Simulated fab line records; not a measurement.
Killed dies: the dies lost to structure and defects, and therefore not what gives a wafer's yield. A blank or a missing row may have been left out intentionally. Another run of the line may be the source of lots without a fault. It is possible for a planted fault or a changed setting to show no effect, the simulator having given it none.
fab line records    flow n5-finfet
record lots=7  wafers=21
route steps=1938 shown BEOL_M15@1809 MIM_TOP_ETCH@1853
start-h: the number of hours between the record's first day and the start of the first shown wafer of the lot    wait-h: hours since the lot's step before    " unchanged from the row above    L1.1+2: several wafers, shown together as one row    - no value present, or no start provided    * or withheld: withheld    < > ~ a bound
route shown NAME@n: a module of which the file shows steps, and the number in the route of the first    usual: mean/standard deviation of fault-free wafers    same: alike in all rows    chamber/n: place in a boat    sites: readings site by site    _std_site: standard deviation across them    _edge_site: the outer-site mean with the inner-site mean subtracted    radius-mm: how far each site lies from the wafer's centre    mask NAME#n: copy n    behind: tool/chamber where the wafer was last shaped    hold: reason for holding the lot/hours on hold/outcome of the hold    device: names the non-switching transistor (n, p or np)    end of line: at the end of the route, the tests of the same wafers    where a step has no rows: the recipe by itself    killed: not the wafer's yield, but the dies lost to structure and defects at the first sort    map: a wafer's dies, marking killed ones x, the rest . and places with no die _
set.NAME: setting as actually run; set.NAME@STEP: the setting as run at that earlier step    model.NAME: the simulator's own value behind a step, which no gauge read
lots with deliberately changed settings; one table per step, one row per wafer
## steps
# step N5_BEOL_M15_TRENCH_ETCH_34
# recipe chemistry=C4F8/O2/Ar  target=SiO2  target-depth-a=8729.3  he-inner-torr=15  he-outer-torr=30  time-s=199  ion-energy-ev=800  pressure-mtorr=20  source-w=1905  bias-w=2040  Ar_flow_sccm=400  C4F8_flow_sccm=16  O2_flow_sccm=12
lot.wafer  tool         chamber  start-h  wait-h  set.time-s  set.peb-time-s@BEOL_M15_PEB_26  model.etch.depth-nm  model.coat_of_BEOL_M15_COAT_22.thk-nm  model.BEOL_M15.cd-nm
L074.1     rie-diel-06  1        245.04   0.0     219         106.8                           973.6                524                                    403.8
L074.4     "            0        "        "       219         90                              962.7                525.2                                  398.2
L074.6     "            0        "        "       219         90                              965.4                525.8                                  397.4
L075.1     rie-diel-06  3        258.37   0.0     179.8       84.53                           799.3                555.4                                  392.8
L075.3     "            2        "        "       199         90                              864.5                543.8                                  393.6
L075.6     "            2        "        "       179.8       84.53                           781.4                562                                    391
L077.4     rie-diel-06  3        263.82   0.0     199         101.6                           873.5                543                                    404.4
L077.5     "            2        "        "       199         90                              859                  546.6                                  399.6
L077.6     "            3        "        "       199         101.6                           880.6                539.4                                  404.4
L079.3     rie-diel-03  1        272.28   0.0     199         90                              834.9                552                                    399
L079.4     "            3        "        "       199         90                              864.5                541.8                                  400
L079.5     "            0        "        "       199         90                              851.2                545.2                                  399.2
L084.1     rie-diel-06  2        300.29   0.0     199         90                              868.1                548.6                                  401
L084.4     "            3        "        "       199         90                              878                  542.4                                  401.4
L084.6     "            0        "        "       199         90                              876.6                543.2                                  402.8
L089.3     rie-diel-06  3        347.22   0.0     199         90                              871.5                543.6                                  399
L089.4     "            1        "        "       175.2       90                              768.6                562.2                                  400.6
L089.5     "            0        "        "       199         81.9                            867.8                545.4                                  397
L091.1     rie-diel-03  3        349.87   0.0     163.6       90                              706                  573.6                                  395.8
L091.2     "            0        "        "       163.6       90                              704.3                576.6                                  395.6
L091.6     "            0        "        "       199         90                              858.4                545.4                                  398.6
# step N5_BEOL_M15_STRIP_36
# recipe chemistry=O2  power-w=600  temp-c=60  pressure-mtorr=30  rf-frequency-hz=6e+07  bias-power-w=0  overash-fraction=0.3  o2-flow-sccm=225
# step N5_BEOL_M15_ECD_47
# recipe material=Cu  target-thk-a=18600
# step N5_BEOL_M15_ANNEAL_48
# recipe temp-c=225  time-s=90  ambient=N2
# step N5_BEOL_M15_CMP_49
# recipe stop-on=SiO2  t-overpolish-s=4.9  down-force-psi=2  platen-rpm=80  clearing-platen-down-force-psi=2  clearing-platen-rpm=80  post-cmp-clean=cu-alkaline  target-thk-nm=850  clearing-platen-pad-velocity-m-s=1.5917  pad-velocity-m-s=1.5917
lot.wafer  tool    chamber  start-h  wait-h  set.time-s@BEOL_M15_TRENCH_ETCH_34  model.Cu_of_BEOL_M15_ECD_47.thk-nm
L074.1     cmp-01  1        248.54   0.3     219                                 951.2
L074.4     "       3        "        "       219                                 940.2
L074.6     "       0        "        "       219                                 942.6
L075.1     cmp-01  3        261.20   0.3     179.8                               775
L075.3     "       1        "        "       199                                 841.2
L075.6     "       3        "        "       179.8                               757
L077.4     cmp-01  0        265.46   0.2     199                                 850.8
L077.6     "       2        "        "       199                                 859
L077.5     "       3        "        "       199                                 834.8
L079.4     cmp-04  3        276.02   0.1     199                                 841.6
L079.3     "       1        "        "       199                                 811.4
L079.5     "       3        "        "       199                                 826.4
L084.1     cmp-02  1        303.80   0.3     199                                 844.2
L084.4     "       2        "        "       199                                 855.8
L084.6     "       3        "        "       199                                 853
L089.3     cmp-04  2        351.10   0.2     199                                 849.4
L089.4     "       3        "        "       175.2                               746.4
L089.5     "       2        "        "       199                                 845.8
L091.2     cmp-04  1        354.10   0.4     163.6                               681
L091.1     "       2        "        "       163.6                               682.8
L091.6     "       1        "        "       199                                 835.8
# step N5_BEOL_M15_THK_MEAS_50
# recipe thk-meas-gauge=xrf  reads=Cu_of_BEOL_M15_ECD_47
# usual M15_THK=829/13
lot.wafer  tool           chamber  start-h  wait-h  set.time-s@BEOL_M15_TRENCH_ETCH_34  M15_THK[nm]
L074.1     film-metro-02  -        248.80   -       219                                 935
L074.4     "              -        "        "       219                                 922
L074.6     "              -        "        "       219                                 921
L075.1     film-metro-02  -        261.50   -       179.8                               768
L075.3     "              -        "        "       199                                 833
L075.6     "              -        "        "       179.8                               747
L077.4     film-metro-02  -        265.68   -       199                                 831
L077.5     "              -        "        "       199                                 819
L077.6     "              -        "        "       199                                 844
L079.3     film-metro-02  -        276.32   -       199                                 800
L079.4     "              -        "        "       199                                 826
L079.5     "              -        "        "       199                                 812
L084.1     film-metro-01  -        304.02   -       199                                 823
L084.4     "              -        "        "       199                                 833
L084.6     "              -        "        "       199                                 832
L089.3     film-metro-01  -        351.40   -       199                                 836
L089.4     "              -        "        "       175.2                               738
L089.5     "              -        "        "       199                                 832
L091.1     film-metro-02  -        354.39   -       163.6                               671
L091.2     "              -        "        "       163.6                               669
L091.6     "              -        "        "       199                                 821
# step N5_BEOL_M15_PRE_CLEAN_52
# recipe gas=NH3  time-s=15  temp-c=withheld  rf-power-w=300
# step N5_BEOL_M15_DEP_53
# recipe material=SiCN  target-thk-a=500  temp-c=withheld  precursor=3MS/NH3  pressure-torr=3  rf-w=675  time-s=17.8
# step N5_BEOL_M15_RS_MEAS_54
# recipe thk-meas-gauge=four-point-probe  reads=Cu_of_BEOL_M15_ECD_47+Ta_of_BEOL_M15_SPUTTER_44+TaN_of_BEOL_M15_SPUTTER_43
# usual M15_RS=0.0217/0.00037
lot.wafer  tool           chamber  start-h  wait-h  set.time-s@BEOL_M15_TRENCH_ETCH_34  M15_RS[ohm/sq]
L074.1     film-metro-02  -        248.92   0.0     219                                 0.0192
L074.4     "              -        "        "       219                                 0.0195
L074.6     "              -        "        "       219                                 0.0194
L075.1     film-metro-02  -        261.63   0.0     179.8                               0.0237
L075.3     "              -        "        "       199                                 0.0218
L075.6     "              -        "        "       179.8                               0.0243
L077.4     film-metro-01  -        265.81   0.0     199                                 0.0215
L077.5     "              -        "        "       199                                 0.0220
L077.6     "              -        "        "       199                                 0.0213
L079.3     film-metro-02  -        276.48   0.1     199                                 0.0226
L079.4     "              -        "        "       199                                 0.0218
L079.5     "              -        "        "       199                                 0.0223
L084.1     film-metro-01  -        304.16   0.0     199                                 0.0218
L084.4     "              -        "        "       199                                 0.0214
L084.6     "              -        "        "       199                                 0.0215
L089.3     film-metro-02  -        351.54   0.1     199                                 0.0216
L089.4     "              -        "        "       175.2                               0.0246
L089.5     "              -        "        "       199                                 0.0217
L091.1     film-metro-01  -        354.52   0.0     163.6                               0.0269
L091.2     "              -        "        "       163.6                               0.0270
L091.6     "              -        "        "       199                                 0.0219
# step N5_MIM_TOP_ETCH_PECVD_03
# recipe material=SiNx  target-thk-a=200  temp-c=400  precursor=SiH4/NH3/N2  pressure-torr=1.5  rf-w=300  time-s=17.6
lot.wafer  tool      chamber  start-h  wait-h  set.time-s  model.SiNx_of_MIM_TOP_ETCH_PECVD_03.thk-nm
L074.1     pecvd-04  1        255.93   -       19.46       22
L074.4     "         0        "        "       17.6        20.2
L074.6     "         1        "        "       19.46       22.4
L075.1     pecvd-04  0        264.93   -       19.86       22.4
L075.3     "         1        "        "       17.6        19.8
L075.6     "         0        "        "       17.6        20.2
L077.4+6   pecvd-03  1,0      269.46   -       17.6        20.6
L077.5     "         2        "        "       16.85       19.6
L079.3     pecvd-02  0        279.50   -       17.6        19.8
L079.4+5   "         1,2      "        "       17.6        20
L084.1     pecvd-02  1        309.44   -       17.6        20.2
L084.4     "         0        "        "       17.6        20.4
L084.6     "         1        "        "       19.84       23
L089.3     pecvd-04  1        358.90   -       17.6        19.8
L089.4     "         2        "        "       19.22       22
L089.5     "         1        "        "       19.22       22.2
L091.1     pecvd-03  0        362.66   -       15.25       17.4
L091.2     "         1        "        "       17.6        20
L091.6     "         0        "        "       17.6        20.2
## key
split step=N5_BEOL_M15_TRENCH_ETCH_34  setting=time-s  stated=199  by=wafer
response step=N5_BEOL_M15_TRENCH_ETCH_34  reading=model.etch.depth-nm  change=+8.41  per=1%  r=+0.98
response step=N5_BEOL_M15_TRENCH_ETCH_34  reading=model.coat_of_BEOL_M15_COAT_22.thk-nm  change=-1.6  per=1%  r=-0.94
response step=N5_BEOL_M15_CMP_49  reading=model.Cu_of_BEOL_M15_ECD_47.thk-nm  change=+8.46  per=1%  r=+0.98
response step=N5_BEOL_M15_THK_MEAS_50  reading=M15_THK  change=+8.24  per=1%  r=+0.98
response step=N5_BEOL_M15_RS_MEAS_54  reading=M15_RS  change=-0.000265  per=1%  r=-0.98
split step=N5_MIM_TOP_ETCH_PECVD_03  setting=time-s  stated=17.6  by=wafer
response step=N5_MIM_TOP_ETCH_PECVD_03  reading=model.SiNx_of_MIM_TOP_ETCH_PECVD_03.thk-nm  change=+0.205  per=1%  r=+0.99
split outside-this-file step=N5_BEOL_M15_PEB_26 setting=peb-time-s
# split outside-this-file: this setting was split too, and the file shows its column; the key of that split is in another file
